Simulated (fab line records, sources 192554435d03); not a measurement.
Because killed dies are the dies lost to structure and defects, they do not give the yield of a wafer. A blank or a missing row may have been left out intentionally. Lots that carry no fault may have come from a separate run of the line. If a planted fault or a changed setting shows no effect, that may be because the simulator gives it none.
fab line records	flow n5_finfet
[record] lots = 7	wafers = 21
route steps=1938 shown BEOL_M12@1602 BEOL_M13@1680 BEOL_M14@1743
start_h: the number of hours between the record's first day and the start of the first shown wafer of the lot	wait_h: time in hours since the lot's previous step	" repeats the value in the row above	L1.1+2: a row that stands for several wafers	- no value, or no start was given	* or withheld: withheld	< > ~ a bound
route shown NAME@n: NAME is a module with steps in the file, n the number in the route of the first one	usual: average and standard deviation across the fault-free wafers	same: alike in all rows	chamber/n: place in a boat	sites: per-site readings	_std_site: the values' standard deviation	_edge_site: mean of outer sites minus mean of inner sites	radius_mm: how far each site lies from the wafer's centre	mask NAME#n: copy n	behind: the last tool/chamber to shape the wafer	hold: why the lot was held/for how many hours/how that ended	device: which transistor (n, p or np) failed to switch	end of line: the route-end tests of the same wafers	where a step has no rows: the recipe by itself	killed: dies lost to structure and defects at the first sort, not the wafer's yield	map: a wafer's dies, marking killed ones x, the rest . and places with no die _
set.NAME: setting as actually run; set.NAME@STEP: the setting as run at that earlier step	model.NAME: the simulator's own value behind a step, which no gauge read
lots whose settings were changed on purpose; a table a step, a row a wafer
[[steps]]
[step N5_BEOL_M12_ILD_DEP_00]
[recipe] material = SiOC	target_thk_a = 6589.2	temp_c = 350	precursor = DEMS/O2	pressure_torr = 5	rf_w = 500	time_s = 130.7
lot.wafer	tool	chamber	start_h	wait_h	set.time_s	model.SiOC_of_BEOL_M12_ILD_DEP_00.thk_nm
L076.1	pecvd-03	1	252.24	0.0	130.7	655
L076.2	"	2	"	"	119.9	597
L076.4	"	1	"	"	119.9	603.8
L083.1	pecvd-02	0	286.10	0.0	130.7	657.6
L083.3	"	1	"	"	130.7	655.6
L083.4	"	0	"	"	114.3	579.2
L088.3	pecvd-04	2	314.15	0.0	138.4	682
L088.5	"	0	"	"	138.4	689.4
L088.6	"	1	"	"	130.7	648.8
L089.1	pecvd-04	0	322.72	0.0	130.7	645.6
L089.2	"	1	"	"	130.7	655.6
L089.5	"	1	"	"	130.7	665.8
L090.1	pecvd-03	1	333.40	0.0	130.7	653
L090.3	"	2	"	"	130.7	649
L090.4	"	1	"	"	130.7	664.2
L093.1	pecvd-03	2	341.87	0.0	115.2	574.6
L093.3	"	1	"	"	115.2	580.2
L093.5	"	2	"	"	130.7	660.6
L096.1	pecvd-02	0	370.72	0.0	130.7	654.6
L096.2	"	1	"	"	113.3	567.4
L096.3	"	2	"	"	130.7	651.2
[step N5_BEOL_M12_THK_MEAS_01]
[recipe] reads = SiOC_of_BEOL_M12_ILD_DEP_00
[usual] M12_ILD_THK = 658/8.5
lot.wafer	tool	chamber	start_h	wait_h	set.time_s@BEOL_M12_ILD_DEP_00	M12_ILD_THK[nm]
L076.1	film_metro-02	-	252.37	0.1	130.7	655
L076.2	"	-	"	"	119.9	597
L076.4	"	-	"	"	119.9	604
L083.1	film_metro-01	-	286.23	0.1	130.7	658
L083.3	"	-	"	"	130.7	657
L083.4	"	-	"	"	114.3	579
L088.3	film_metro-02	-	314.28	0.1	138.4	682
L088.5	"	-	"	"	138.4	689
L088.6	"	-	"	"	130.7	649
L089.1	film_metro-02	-	322.85	0.1	130.7	645
L089.2	"	-	"	"	130.7	656
L089.5	"	-	"	"	130.7	666
L090.1	film_metro-02	-	333.53	0.1	130.7	653
L090.3	"	-	"	"	130.7	649
L090.4	"	-	"	"	130.7	665
L093.1	film_metro-01	-	342.00	0.1	115.2	575
L093.3	"	-	"	"	115.2	580
L093.5	"	-	"	"	130.7	661
L096.1	film_metro-01	-	370.86	0.1	130.7	654
L096.2	"	-	"	"	113.3	567
L096.3	"	-	"	"	130.7	651
[step N5_BEOL_M12_EXPOSE_07]
[recipe] mask_id = V11	na = 0.93	source_shape = conventional	sigma_outer = 0.6	polarization = unpolarized	attpsm_phase_deg = 180	dose_mj = 32.5
lot.wafer	tool	chamber	start_h	wait_h	mask	set.dose_mj
L076.1+4	krf_scanner-01	0	252.63	-	V11#0	32.5
L076.2	"	0	"	"	V11#0	33.79
L083.1+3+4	krf_scanner-01	0	286.37	-	V11#0	32.5
L088.3+6	krf_scanner-01	0	314.42	-	V11#0	32.5
L088.5	"	0	"	"	V11#0	31.22
L089.1+2+5	krf_scanner-01	0	322.98	-	V11#0	32.5
L090.1+3	krf_scanner-02	0	333.78	-	V11#0	32.5
L090.4	"	0	"	"	V11#0	30.12
L093.1+3	krf_scanner-01	0	342.26	-	V11#0	34.02
L093.5	"	0	"	"	V11#0	32.5
L096.1	krf_scanner-02	0	370.99	-	V11#0	33.86
L096.2+3	"	0	"	"	V11#0	32.5
[step N5_BEOL_M12_PEB_08]
[recipe] peb_temp_c = 130	peb_time_s = 90
[step N5_BEOL_M12_DEVELOP_09]
[recipe] develop_time_s = 45	rinse_liquid = diw	dry = air_spin	dev_temp_c = 21
[step N5_BEOL_M12_HARDBAKE_14]
[recipe] temp_c = 130	time_s = 120
[step N5_BEOL_M12_CD_MEAS_10]
[recipe] target_cd_nm = 140	landing_energy_ev = 500	detector = se_inlens	polarity = opening
[usual] cd_nm = 140.3/1.5
lot.wafer	tool	chamber	start_h	wait_h	set.dose_mj@BEOL_M12_EXPOSE_07	cd_nm
L076.1	cd_sem-03	0	252.80	-	32.5	140.7
L076.2	"	0	"	"	33.79	143.2
L076.4	"	0	"	"	32.5	140.4
L083.1	cd_sem-03	0	286.54	-	32.5	140.0
L083.3	"	0	"	"	32.5	140.1
L083.4	"	0	"	"	32.5	141.3
L088.3	cd_sem-02	0	314.58	-	32.5	140.2
L088.5	"	0	"	"	31.22	136.5
L088.6	"	0	"	"	32.5	139.9
L089.1	cd_sem-03	0	323.16	-	32.5	139.9
L089.2	"	0	"	"	32.5	140.7
L089.5	"	0	"	"	32.5	141.9
L090.1	cd_sem-02	0	333.95	-	32.5	139.9
L090.3	"	0	"	"	32.5	138.2
L090.4	"	0	"	"	30.12	131.1
L093.1	cd_sem-03	0	342.43	-	34.02	145.6
L093.3	"	0	"	"	34.02	145.0
L093.5	"	0	"	"	32.5	138.8
L096.1	cd_sem-03	0	371.17	-	33.86	143.1
L096.2	"	0	"	"	32.5	138.5
L096.3	"	0	"	"	32.5	139.6
[step N5_BEOL_M12_DESCUM_15]
[recipe] chemistry = O2	time_s = 7.9	source_power_w = 50	bias_power_w = 20	pressure_mtorr = 20	rf_frequency_hz = 2.712e+07	temp_c = 40	o2_flow_sccm = 225
[step N5_BEOL_M12_ETCH_59]
[recipe] chemistry = N2/H2	target = BARC	target_depth_a = 890	overetch_a = 267	time_s = 67.9	ion_energy_ev = 200	pressure_mtorr = 30	source_w = 840	bias_w = 150	n2_flow_sccm = 200	h2_flow_sccm = 200
[step N5_BEOL_M12_VIA_ETCH_16]
[recipe] chemistry = C4F8/O2/Ar	target = SiOC	pressure_mtorr = 30	source_w = 3000	bias_w = 700	Ar_flow_sccm = 400	C4F8_flow_sccm = 15	O2_flow_sccm = 8	he_inner_torr = 15	he_outer_torr = 30	target_depth_a = 7248	time_s = withheld	ion_energy_ev = 250	ends = cleared
lot.wafer	tool	chamber	start_h	wait_h	set.time_s@BEOL_M12_ILD_DEP_00	model.etch.depth_nm	model.coat_of_BEOL_M12_COAT_04.thk_nm
L076.1	rie_diel-04	3	253.05	0.0	*	655.1	122.6
L076.2	"	2	"	"	*	597	139.8
L076.4	"	1	"	"	*	603.7	139
L083.1	rie_diel-05	2	286.72	0.0	*	657.6	123.2
L083.3	"	0	"	"	*	655.7	124.4
L083.4	"	1	"	"	*	579.1	148.2
L088.3	rie_diel-05	3	314.75	0.0	*	682	114.8
L088.5	"	0	"	"	*	689.4	112.8
L088.6	"	3	"	"	*	648.8	126.8
L089.1	rie_diel-05	0	323.44	0.0	*	645.6	128
L089.2	"	2	"	"	*	655.6	123.4
L089.5	"	2	"	"	*	665.9	121.2
L090.1	rie_diel-05	3	334.13	0.0	*	653	124
L090.3	"	2	"	"	*	649.1	123.4
L090.4	"	0	"	"	*	664.3	119.4
L093.1	rie_diel-04	1	342.62	0.0	*	574.6	146
L093.3	"	2	"	"	*	580.2	143.4
L093.5	"	0	"	"	*	660.7	122
L096.1	rie_diel-05	1	371.38	0.0	*	654.6	122.6
L096.2	"	2	"	"	*	567.3	149.6
L096.3	"	0	"	"	*	651.1	123.8
[step N5_BEOL_M12_STRIP_63]
[recipe] chemistry = N2/H2	power_w = 1000	temp_c = 250	h2_frac = 0.65	overash_fraction = 0.3	pressure_mtorr = 1000	n2_flow_sccm = 1750	h2_flow_sccm = 3250
[usual] strip_time_to_endpoint_s = 42.6/0.75
lot.wafer	tool	chamber	start_h	wait_h	set.time_s@BEOL_M12_ILD_DEP_00	strip_time_to_endpoint_s
L076.1	plasma_asher-01	1	253.24	-	130.7	42.4
L076.2	"	0	"	"	119.9	47.0
L076.4	"	0	"	"	119.9	46.8
L083.1	plasma_asher-02	0	286.92	-	130.7	42.5
L083.3	"	0	"	"	130.7	42.9
L083.4	"	1	"	"	114.3	49.2
L088.3	plasma_asher-02	1	314.97	-	138.4	40.3
L088.5	"	0	"	"	138.4	39.7
L088.6	"	1	"	"	130.7	43.5
L089.1	plasma_asher-01	0	323.64	-	130.7	43.8
L089.2	"	1	"	"	130.7	42.6
L089.5	"	1	"	"	130.7	42.0
L090.1	plasma_asher-01	1	334.33	-	130.7	42.7
L090.3	"	1	"	"	130.7	42.6
L090.4	"	0	"	"	130.7	41.5
L093.1	plasma_asher-02	0	342.81	-	115.2	48.6
L093.3	"	0	"	"	115.2	47.9
L093.5	"	0	"	"	130.7	42.2
L096.1	plasma_asher-01	0	371.58	-	130.7	42.4
L096.2	"	1	"	"	113.3	49.6
L096.3	"	1	"	"	130.7	42.7
[step N5_BEOL_M12_STRIP_64]
[recipe] chemistry = N2/H2	power_w = 1000	temp_c = 250	h2_frac = 0.65	overash_fraction = 0.3	pressure_mtorr = withheld	n2_flow_sccm = 1750	h2_flow_sccm = 3250
[step N5_BEOL_M12_STRIP_71]
[recipe] chemistry = post_etch_residue_remover	time_s = 60	temp_c = 25	remover_ph = withheld	remover_water_wt_pct = withheld	remover_fluoride_wt_pct = withheld
[step N5_BEOL_M12_SRD_72]
[recipe] time_s = 30	temp_c = 23	rinse_liquid = diw	dry = n2_spin	spin_rpm = 1500	dry_time_s = 30
[step N5_BEOL_M12_CD_MEAS_17]
[recipe] target_cd_nm = 140	polarity = opening
[usual] cd_nm = 140.4/1.6
lot.wafer	tool	chamber	start_h	wait_h	set.dose_mj@BEOL_M12_EXPOSE_07	cd_nm
L076.1	cd_sem-02	-	253.45	0.0	32.5	141.5
L076.2	"	-	"	"	33.79	141.9
L076.4	"	-	"	"	32.5	139.7
L083.1	cd_sem-03	-	287.12	0.0	32.5	140.9
L083.3	"	-	"	"	32.5	140.3
L083.4	"	-	"	"	32.5	140.1
L088.3	cd_sem-03	-	315.16	0.0	32.5	141.5
L088.5	"	-	"	"	31.22	137.2
L088.6	"	-	"	"	32.5	141.2
L089.1	cd_sem-02	-	323.85	0.0	32.5	139.6
L089.2	"	-	"	"	32.5	141.1
L089.5	"	-	"	"	32.5	141.7
L090.1	cd_sem-03	-	334.54	0.0	32.5	140.5
L090.3	"	-	"	"	32.5	138.5
L090.4	"	-	"	"	30.12	131.6
L093.1	cd_sem-03	-	343.02	0.0	34.02	145.0
L093.3	"	-	"	"	34.02	144.4
L093.5	"	-	"	"	32.5	139.7
L096.1	cd_sem-03	-	371.79	0.0	33.86	142.4
L096.2	"	-	"	"	32.5	138.7
L096.3	"	-	"	"	32.5	139.9
[step N5_BEOL_M13_COAT_65]
[recipe] resist = SOC	temp_c = 250	time_s = 60	spin_rpm = 1500	resist_thk_nm = 350
lot.wafer	tool	chamber	start_h	wait_h	set.spin_rpm	model.SOC_of_BEOL_M13_COAT_65.thk_nm
L076.1	litho_track-03	0	259.99	0.0	1500	351.2
L076.2	"	0	"	"	1400	362.2
L076.4	"	0	"	"	1500	350
L083.1	litho_track-02	0	291.68	0.0	1614	336.8
L083.3	"	0	"	"	1500	350
L083.4	"	0	"	"	1614	337.4
L088.3	litho_track-03	0	321.49	0.0	1500	349.6
L088.5+6	"	0	"	"	1500	350
L089.1	litho_track-05	0	335.99	0.0	1500	351.6
L089.2	"	0	"	"	1500	351.4
L089.5	"	0	"	"	1500	351
L090.1	litho_track-03	0	340.13	0.0	1500	349.2
L090.3	"	0	"	"	1500	349.4
L090.4	"	0	"	"	1613	337.6
L093.1	litho_track-05	0	348.26	0.0	1500	352.2
L093.3	"	0	"	"	1500	350.6
L093.5	"	0	"	"	1500	352
L096.1	litho_track-03	0	378.07	0.0	1500	350
L096.2+3	"	0	"	"	1500	350.8
[step N5_BEOL_M14_PEB_26]
[recipe] peb_temp_c = 130	peb_time_s = 90
lot.wafer	tool	chamber	start_h	wait_h	set.peb_temp_c
L076.1+2+4	litho_track-02	0	264.39	0.1	130
L083.1+3+4	litho_track-01	0	296.93	0.1	130
L088.3+5+6	litho_track-02	0	329.62	0.0	130
L089.1+2+5	litho_track-04	0	340.55	0.1	130
L090.1	litho_track-04	0	347.01	0.1	128.1
L090.3+4	"	0	"	"	130
L093.1+3+5	litho_track-04	0	354.35	0.1	130
L096.1+2	litho_track-01	0	382.54	0.1	131.1
L096.3	"	0	"	"	130
[step N5_BEOL_M14_DEVELOP_27]
[recipe] develop_time_s = 45	rinse_liquid = diw	dry = air_spin	dev_temp_c = 21
[step N5_BEOL_M14_HARDBAKE_32]
[recipe] temp_c = 130	time_s = 120
[step N5_BEOL_M14_CD_MEAS_28]
[recipe] target_cd_nm = 284.4	landing_energy_ev = 500	detector = se_inlens
[usual] cd_nm = 284.6/1.2
lot.wafer	tool	chamber	start_h	wait_h	set.peb_temp_c@BEOL_M14_PEB_26	cd_nm
L076.1	cd_sem-01	0	264.50	-	130	283.3
L076.2	"	0	"	"	130	284.1
L076.4	"	0	"	"	130	284.1
L083.1	cd_sem-01	0	297.05	-	130	286.7
L083.3	"	0	"	"	130	285.2
L083.4	"	0	"	"	130	283.9
L088.3	cd_sem-02	0	329.74	-	130	283.7
L088.5	"	0	"	"	130	282.9
L088.6	"	0	"	"	130	281.5
L089.1	cd_sem-01	0	340.67	-	130	284.4
L089.2	"	0	"	"	130	283.8
L089.5	"	0	"	"	130	284.1
L090.1	cd_sem-01	0	347.13	-	128.1	273.2
L090.3	"	0	"	"	130	284.3
L090.4	"	0	"	"	130	283.3
L093.1	cd_sem-02	0	354.46	-	130	286.5
L093.3	"	0	"	"	130	286.4
L093.5	"	0	"	"	130	285.8
L096.1	cd_sem-01	0	382.65	-	131.1	290.0
L096.2	"	0	"	"	131.1	291.3
L096.3	"	0	"	"	130	286.4
[step N5_BEOL_M14_DESCUM_33]
[recipe] chemistry = O2	time_s = 7.9	source_power_w = 50	bias_power_w = 20	pressure_mtorr = 20	rf_frequency_hz = 2.712e+07	temp_c = 40	o2_flow_sccm = 225
lot.wafer	tool	chamber	start_h	wait_h	set.peb_temp_c@BEOL_M14_PEB_26	model.BEOL_M14.cd_nm
L076.1	rie_diel-04	1	265.27	0.7	130	282.8
L076.2	"	2	"	"	130	284.2
L076.4	"	0	"	"	130	284
L083.1	rie_diel-04	3	297.14	0.0	130	286.6
L083.3	"	1	"	"	130	285.4
L083.4	"	0	"	"	130	283.8
L088.3	rie_diel-04	3	329.95	0.2	130	283.4
L088.5	"	1	"	"	130	282.8
L088.6	"	0	"	"	130	281
L089.1+2	rie_diel-05	0,1	340.76	0.0	130	284
L089.5	"	0	"	"	130	284.2
L090.1	rie_diel-04	3	347.22	0.0	128.1	273.2
L090.3	"	2	"	"	130	284.4
L090.4	"	1	"	"	130	283.4
L093.1	rie_diel-04	1	354.55	0.0	130	286.6
L093.3	"	2	"	"	130	286.4
L093.5	"	3	"	"	130	286
L096.1	rie_diel-04	2	382.74	0.0	131.1	290.4
L096.2	"	1	"	"	131.1	291.4
L096.3	"	3	"	"	130	286.2
[step N5_BEOL_M14_ETCH_67]
[recipe] chemistry = CF4	target = SiARC	target_depth_a = 1430	time_s = 238.3	ion_energy_ev = 80	pressure_mtorr = 40	source_w = 545	bias_w = 36	Ar_flow_sccm = 100	cf4_flow_sccm = 100	ends = cleared
lot.wafer	tool	chamber	start_h	wait_h	set.peb_temp_c@BEOL_M14_PEB_26	model.BEOL_M14.cd_nm
L076.1	rie_diel-04	1	265.30	0.0	130	278.2
L076.2	"	2	"	"	130	280
L076.4	"	0	"	"	130	279.6
L083.1	rie_diel-04	3	297.17	0.0	130	282.4
L083.3	"	1	"	"	130	281.2
L083.4	"	0	"	"	130	279.2
L088.3	rie_diel-04	3	329.99	0.0	130	279
L088.5	"	1	"	"	130	278
L088.6	"	0	"	"	130	276
L089.1+2	rie_diel-05	0,1	340.79	0.0	130	279.6
L089.5	"	1	"	"	130	280
L090.1	rie_diel-04	3	347.25	0.0	128.1	269.2
L090.3	"	2	"	"	130	280.4
L090.4	"	1	"	"	130	279.2
L093.1	rie_diel-04	1	354.59	0.0	130	282.6
L093.3	"	2	"	"	130	282
L093.5	"	3	"	"	130	281.8
L096.1	rie_diel-04	2	382.77	0.0	131.1	285.8
L096.2	"	1	"	"	131.1	287.4
L096.3	"	3	"	"	130	282.2
[[key]]
[split] step = N5_BEOL_M12_ILD_DEP_00	setting = time_s	stated = 130.7	by = wafer
[response] step = N5_BEOL_M12_ILD_DEP_00	reading = model.SiOC_of_BEOL_M12_ILD_DEP_00.thk_nm	change = +6.51	per = 1%	r = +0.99
[response] step = N5_BEOL_M12_THK_MEAS_01	reading = M12_ILD_THK	change = +6.53	per = 1%	r = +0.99
[response] step = N5_BEOL_M12_VIA_ETCH_16	reading = model.etch.depth_nm	change = +6.52	per = 1%	r = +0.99
[response] step = N5_BEOL_M12_VIA_ETCH_16	reading = model.coat_of_BEOL_M12_COAT_04.thk_nm	change = -1.98	per = 1%	r = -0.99
[response] step = N5_BEOL_M12_STRIP_63	reading = strip_time_to_endpoint_s	change = *	per = 1%	r = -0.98
[split] step = N5_BEOL_M12_EXPOSE_07	setting = dose_mj	stated = 32.5	by = wafer
[response] step = N5_BEOL_M12_CD_MEAS_10	reading = cd_nm	change = +1.04	per = 1%	r = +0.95
[response] step = N5_BEOL_M12_CD_MEAS_17	reading = cd_nm	change = +0.926	per = 1%	r = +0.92
[split] step = N5_BEOL_M13_COAT_65	setting = spin_rpm	stated = 1500	by = wafer
[response] step = N5_BEOL_M13_COAT_65	reading = model.SOC_of_BEOL_M13_COAT_65.thk_nm	change = -1.66	per = 1%	r = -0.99
[split] step = N5_BEOL_M14_PEB_26	setting = peb_temp_c	stated = 130	by = wafer
[response] step = N5_BEOL_M14_CD_MEAS_28	reading = cd_nm	change = +6.7	per = 1%	r = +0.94
[response] step = N5_BEOL_M14_DESCUM_33	reading = model.BEOL_M14.cd_nm	change = +6.88	per = 1%	r = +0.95
[response] step = N5_BEOL_M14_ETCH_67	reading = model.BEOL_M14.cd_nm	change = +6.74	per = 1%	r = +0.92
